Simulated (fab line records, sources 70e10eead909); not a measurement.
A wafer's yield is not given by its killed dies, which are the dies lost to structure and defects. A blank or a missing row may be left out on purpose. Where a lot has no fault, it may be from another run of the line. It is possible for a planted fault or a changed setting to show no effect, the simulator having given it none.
Comparing a struck lot with a sound one | flow nandHarc | 39 steps out of a route of 1302
Sound: the wafers L454.1, L454.3, L454.4. Struck: wafer L466.2 (L466.3, L466.5, from the same lot, were not struck and are left out); the cause is given at the end.
Order at every step that has rows: each side's tool, ch and its chambers, its first start. Under that, the readings that differ: sound wafers | struck wafers | difference of the means | sigmas: that difference in standard deviations of wafers without a fault.
alike: same words and numbers on both sides, and readings whose means sit less than 2 such deviations apart. not compared: any withheld reading, any reading some wafer has no value for, any bound like >300 that may hide the same value, and any number with overlapping values for which the record gives no deviation.
A row with sigmas, a row that says differs or no value, or rows on one side alone: a step with any of these is where the two part. When numbers do not overlap yet have no deviation, they are printed without sigmas and do not part them. Lack of a reading on every wafer of one side parts them only where that side has two or more wafers.

first, 8 steps without rows for these wafers: NHARC_P_BONDPAD_HMDS_02 (time 30 s); NHARC_P_BONDPAD_COAT_36 (time 65 s); NHARC_P_BONDPAD_COAT_03 (resist thk 600 nm); NHARC_P_BONDPAD_SOFTBAKE_04 (time 70 s); NHARC_P_BONDPAD_EBR_05; NHARC_P_BONDPAD_EXPOSE_06 (exposes mask P BPAD); NHARC_P_BONDPAD_PEB_07 (peb time 80 s); NHARC_P_BONDPAD_DEVELOP_08 (time 50 s).
NHARC_P_BONDPAD_CD_MEAS_09: target cd 500 nm.
  sound on cdSem-02 ch 0, day 6 21:57; struck on cdSem-02 ch 0, day 11 18:59
  alike: cdNm
NHARC_P_BONDPAD_OVL_MEAS_38:
  struck on overlay-01, day 11 19:04; sound on overlay-01, day 6 22:02
reading         | sound       | struck | difference | sigmas
overlayXNm (nm) | -8 -8 -8    | 4      | +12        | +2
overlayYNm (nm) | -10 -10 -10 | 13     | +23        | +3
then, 2 steps without rows for these wafers: NHARC_P_BONDPAD_HARDBAKE_10 (time 65 s); NHARC_P_BONDPAD_DESCUM_11 (chemistry O2, time 3 s).
NHARC_P_BONDPAD_ETCH_37: etches the open film in N2/H2, target depth 60 nm, overetch 18 nm, time 65.91 s.
  sound on rieDiel-08 ch 0,3, day 6 22:16; struck on rieDiel-02 ch 2, day 11 19:16
  alike: drypumpMotorCurrentA, h2FlowSccm, oesProductAu, rfVppV, showerheadPlenumPTorr, throttleValvePct
  not compared: rfHoursCounterH
then, 1 step without rows for these wafers: NHARC_P_BONDPAD_ETCH_12 (etches the open film in CHF3/O2, target depth 200 nm, time 100 s).
NHARC_P_BONDPAD_CD_MEAS_13:
  struck on cdSem-03, day 11 19:30; sound on cdSem-02, day 6 22:31
  alike: cdNm
NHARC_P_BONDPAD_STRIP_15: strips in O2.
  sound on rieDiel-02 ch 1,2,3, day 6 22:37; struck on rieDiel-09 ch 3, day 11 19:35
reading                  | sound          | struck | difference | sigmas
drypumpMotorCurrentA (A) | 5.55 5.96 5.52 | 6.34   | +0.66      | +2
rfHoursCounterH (h)      | 5.0 4.7 5.2    | 4.3    | -0.7       | 
  alike: oesProductAu, rfVppV, showerheadPlenumPTorr, throttleValvePct
NHARC_P_BONDPAD_ETCH_24: etches the open film in CF4/N2, target depth 30 nm, time 72.99 s.
  sound: rieDiel-02 ch 0,1,3; struck: rieDiel-09 ch 2
  alike: drypumpMotorCurrentA, oesProductAu, rfVppV, showerheadPlenumPTorr, throttleValvePct
  not compared: rfHoursCounterH
then, 2 steps without rows for these wafers: NHARC_P_BONDPAD_STRIP_16 (strips in post etch residue remover, time 600 s); NHARC_P_BONDPAD_DEGAS_25 (time 60 s).
NHARC_P_BONDPAD_PRE_CLEAN_26: time 30 s.
  sound on pvdSputter-01; struck on pvdSputter-03
  alike: heaterPowerW
then, 1 step without rows for these wafers: NHARC_P_BONDPAD_PVD_17 (deposits TaN, target thk 5 nm, time 8.06 s).
NHARC_P_BONDPAD_PVD_27: deposits Cu, target thk 30 nm, time 20.49 s.
  sound on pvdSputter-01; struck on pvdSputter-03
  alike: throttleValvePct
then, 1 step without rows for these wafers: NHARC_P_BONDPAD_ECD_18 (material Cu, target thk 400 nm).
NHARC_P_BONDPAD_ANNEAL_28: time 90 s.
  sound on rtpAnneal-01 ch 0, day 6 23:54; struck on rtpAnneal-01 ch 0, day 11 20:55
  alike: annealTempC, wafer_temp_C_max
then, 1 step without rows for these wafers: NHARC_P_BONDPAD_CMP_19 (polishes, t overpolish 30 s, cu recess touch 16 s, target thk 160.81 nm).
NHARC_P_BONDPAD_THK_MEAS_20: measures by xrf.
  struck on filmMetro-01, day 11 21:32; sound on filmMetro-01, day 7 00:34
  alike: thkNm
then, 12 steps without rows for these wafers: NHARC_P_BONDPAD_SRD_21 (time 30 s, dry time 20 s); NHARC_P_BONDPAD_ACTIVATE_29 (chemistry N2, time 60 s); NHARC_P_BONDPAD_PRECLEAN_30 (cleans in DIW, time 300 s); NHARC_P_BONDPAD_SRD_31 (time 30 s, dry time 20 s); NHARC_A_ZERO_WELL_PRECLEAN_00 (cleans in SPM, time 600 s); NHARC_A_ZERO_WELL_SRD_01; NHARC_A_ZERO_WELL_DEHYDRATE_02 (time 120 s); NHARC_A_ZERO_WELL_HMDS_03 (time 30 s); NHARC_A_ZERO_WELL_COAT_18 (time 65 s); NHARC_A_ZERO_WELL_COAT_04 (resist thk 600 nm); NHARC_A_ZERO_WELL_SOFTBAKE_05 (time 70 s); NHARC_A_ZERO_WELL_EBR_06.
-- jump in the record: it breaks off in module A_ZERO_WELL and resumes in module END (first step shown: number 1302 of the route), and 17 days separate the struck wafers' starts before and after --
NHARC_END_SORT_01:
  the record has rows for the struck wafers here (prober-02 ch 0, day 29 09:02) and none for the sound ones

WHERE THEY PART
At NHARC_P_BONDPAD_OVL_MEAS_38 first; at NHARC_END_SORT_01 last (within this record only).

WHY: what the simulator had put in
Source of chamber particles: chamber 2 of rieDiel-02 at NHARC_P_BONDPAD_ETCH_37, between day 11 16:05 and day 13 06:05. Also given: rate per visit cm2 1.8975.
